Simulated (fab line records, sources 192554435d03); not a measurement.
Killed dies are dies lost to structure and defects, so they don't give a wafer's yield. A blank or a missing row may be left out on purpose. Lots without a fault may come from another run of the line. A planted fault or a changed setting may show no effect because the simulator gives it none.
Which tool did it? | flow n5_finfet | 11 lots, 32 wafers sampled, at 4 steps of a route of 1938

WHAT THE GAUGES READ, wafer by wafer
N5_BEOL_M10_CD_MEAS_11: target cd 64.1 nm. Usual: cd_nm 64.1 nm, standard deviation 0.46.
lot  | measured     | on        | cd_nm (nm)     | flag
L754 | day 9 18:24  | cd_sem-03 | 63.7 63.9 64.0 |
L756 | day 10 03:50 | cd_sem-03 | 64.8 64.5 63.7 |
L757 | day 10 19:25 | cd_sem-01 | 64.4 64.9 64.4 |
L759 | day 11 05:21 | cd_sem-02 | 64.0 64.3 64.3 |
L762 | day 12 09:51 | cd_sem-03 | 63.9 64.4 64.7 |
L763 | day 12 23:13 | cd_sem-03 | 63.5 64.4 64.2 |
L764 | day 13 05:55 | cd_sem-02 | 63.3 63.3 63.7 |
L765 | day 14 00:49 | cd_sem-02 | 65.3 64.4 64.1 |
L766 | day 14 01:13 | cd_sem-01 | 63.7 65.1 63.7 |
L774 | day 15 06:48 | cd_sem-01 | 63.9 64.1      |
L777 | day 16 23:18 | cd_sem-02 | 64.4 64.1 64.0 |

N5_BEOL_M10_OCD_MEAS_38. Usual: trench_depth_nm 149.5 nm, standard deviation 1.8.
lot  | measured     | on     | trench_depth_nm (nm) | flag
L754 | day 9 21:16  | ocd-01 | 149.6 153.5 152.6    |
L756 | day 10 05:32 | ocd-01 | 146.2 150.3 146.3    |
L757 | day 11 01:22 | ocd-01 | 150.0 151.0 150.5    |
L759 | day 11 08:02 | ocd-02 | 145.9 149.1 145.7    |
L762 | day 12 14:29 | ocd-02 | 149.1 145.4 148.2    |
L763 | day 13 00:44 | ocd-02 | 148.0 149.5 151.5    |
L764 | day 13 11:23 | ocd-02 | 150.8 150.6 150.0    |
L765 | day 14 03:56 | ocd-01 | 148.7 150.6 151.7    |
L766 | day 14 04:02 | ocd-02 | 148.8 150.9 149.1    |
L774 | day 15 09:32 | ocd-02 | 151.8 149.9          |
L777 | day 17 01:16 | ocd-02 | 151.8 155.8 147.7    |

WHICH TOOL RAN EACH LOT (tool, then ch and the chambers of the sampled wafers, then the start)
lot  | N5_BEOL_M10_CURE_71           | N5_BEOL_M10_ETCH_65
L754 | uv_cure-03 ch 0, day 9 17:05  | rie_diel-06 ch 0,1,2, day 9 20:48
L756 | uv_cure-01 ch 0, day 10 02:20 | rie_diel-06 ch 0,1, day 10 05:05
L757 | uv_cure-01 ch 2, day 10 18:24 | rie_diel-02 ch 0,3, day 11 00:55
L759 | uv_cure-02 ch 2, day 11 03:52 | rie_diel-06 ch 0,1, day 11 07:35
L762 | uv_cure-03 ch 2, day 12 05:10 | rie_diel-06 ch 0,1,3, day 12 14:01
L763 | uv_cure-03 ch 1, day 12 20:48 | rie_diel-01 ch 1,3, day 13 00:17
L764 | uv_cure-03 ch 1, day 13 02:05 | rie_diel-02 ch 0,1,3, day 13 10:55
L765 | uv_cure-01 ch 2, day 13 22:40 | rie_diel-06 ch 0,1,3, day 14 03:28
L766 | uv_cure-01 ch 0, day 13 23:47 | rie_diel-02 ch 1,2,3, day 14 03:34
L774 | uv_cure-02 ch 2, day 15 04:30 | rie_diel-06 ch 2,3, day 15 09:04
L777 | uv_cure-01 ch 1, day 16 18:44 | rie_diel-02 ch 0,2,3, day 17 00:49
- N5_BEOL_M10_CURE_71: cures SiCOH lowk, time 240 s.
- N5_BEOL_M10_ETCH_65: etches SiARC in CF4, target depth 39 nm, time 65 s.

WHAT THE TOOLS THEMSELVES READ (means of the sampled wafers that have a number; where no wafer has one, the mark that the record gives instead)
N5_BEOL_M10_CURE_71. Usual: lamp_power_pct 52.32 %, standard deviation 0.055; wafer_temp_C_max 386.9, standard deviation 0.74.
lot  | tool       | lamp_power_pct (%) | wafer_temp_C_max | flag
L754 | uv_cure-03 | 52.35              | 386.9            |
L756 | uv_cure-01 | 52.30              | 386.1            |
L757 | uv_cure-01 | 52.33              | 387.5            |
L759 | uv_cure-02 | 52.32              | 386.9            |
L762 | uv_cure-03 | 52.39              | 386.4            |
L763 | uv_cure-03 | 52.36              | 388.0            |
L764 | uv_cure-03 | 52.33              | 387.6            |
L765 | uv_cure-01 | 52.34              | 387.4            |
L766 | uv_cure-01 | 52.29              | 386.2            |
L774 | uv_cure-02 | 52.30              | 386.9            |
L777 | uv_cure-01 | 52.32              | 386.2            |

N5_BEOL_M10_ETCH_65. Usual: drypump_motor_current_A 5.7 A, standard deviation 0.33; etch_rf_on_time_s 64.4 s, standard deviation 0.79; oes_product_au 0.69 a.u., standard deviation 0.073; rf_vpp_V 184.1 V, standard deviation 1.2; showerhead_plenum_p_Torr 2.14 Torr, standard deviation 0.071; throttle_valve_pct 15.47 %, standard deviation 0.12.
lot  | tool        | drypump_motor_current_A (A) | etch_rf_on_time_s (s) | oes_product_au (a.u.) | rf_vpp_V (V) | showerhead_plenum_p_Torr (Torr) | throttle_valve_pct (%) | flag
L754 | rie_diel-06 | 5.5                         | 64.7                  | 0.70                  | 184.6        | 2.16                            | 15.47                  |
L756 | rie_diel-06 | 5.5                         | 64.8                  | 0.65                  | 184.3        | 2.17                            | 15.53                  |
L757 | rie_diel-02 | 5.7                         | 64.1                  | 0.61                  | 184.5        | 2.21                            | 15.49                  |
L759 | rie_diel-06 | 5.5                         | 65.8                  | 0.63                  | 184.6        | 2.16                            | 15.55                  |
L762 | rie_diel-06 | 5.7                         | 64.4                  | 0.71                  | 186.1        | 2.22                            | 15.48                  |
L763 | rie_diel-01 | 5.8                         | 64.0                  | 0.78                  | 183.3        | 2.10                            | 15.56                  |
L764 | rie_diel-02 | 5.6                         | 63.9                  | 0.63                  | 184.0        | 2.16                            | 15.49                  |
L765 | rie_diel-06 | 5.7                         | 64.5                  | 0.70                  | 185.2        | 2.21                            | 15.49                  |
L766 | rie_diel-02 | 5.6                         | 63.9                  | 0.67                  | 183.9        | 2.12                            | 15.48                  |
L774 | rie_diel-06 | 6.0                         | 93.2                  | 0.68                  | 184.4        | 2.17                            | 15.41                  | OFF
L777 | rie_diel-02 | 5.6                         | 64.6                  | 0.69                  | 184.3        | 2.15                            | 15.39                  |

THE ANSWER, worked out from the rows above alone
Rule: a lot is off if the mean of its wafers that have a number lies more than 3 standard deviations from the usual mean. A lot without any number at a reading at which 4 lots or more have one is off too. The other lots that the step has rows for count as sound. The gauges are gone through in route order, then the tools' own readings, and for those a lot's mean is taken as printed above. The first step at which some lot is off is used, and at that step the reading that is off furthest; a lot without a number counts as furthest.
Off: L774, at N5_BEOL_M10_ETCH_65 (etch_rf_on_time_s).
A tool fits if, at that step or a process step before it, it ran every lot that is off, and no sound lot after the first of them. Can't be told from this: 2 tools fit, uv_cure-02 at N5_BEOL_M10_CURE_71, rie_diel-06 at N5_BEOL_M10_ETCH_65.

WHAT THE SIMULATOR HAD PUT IN
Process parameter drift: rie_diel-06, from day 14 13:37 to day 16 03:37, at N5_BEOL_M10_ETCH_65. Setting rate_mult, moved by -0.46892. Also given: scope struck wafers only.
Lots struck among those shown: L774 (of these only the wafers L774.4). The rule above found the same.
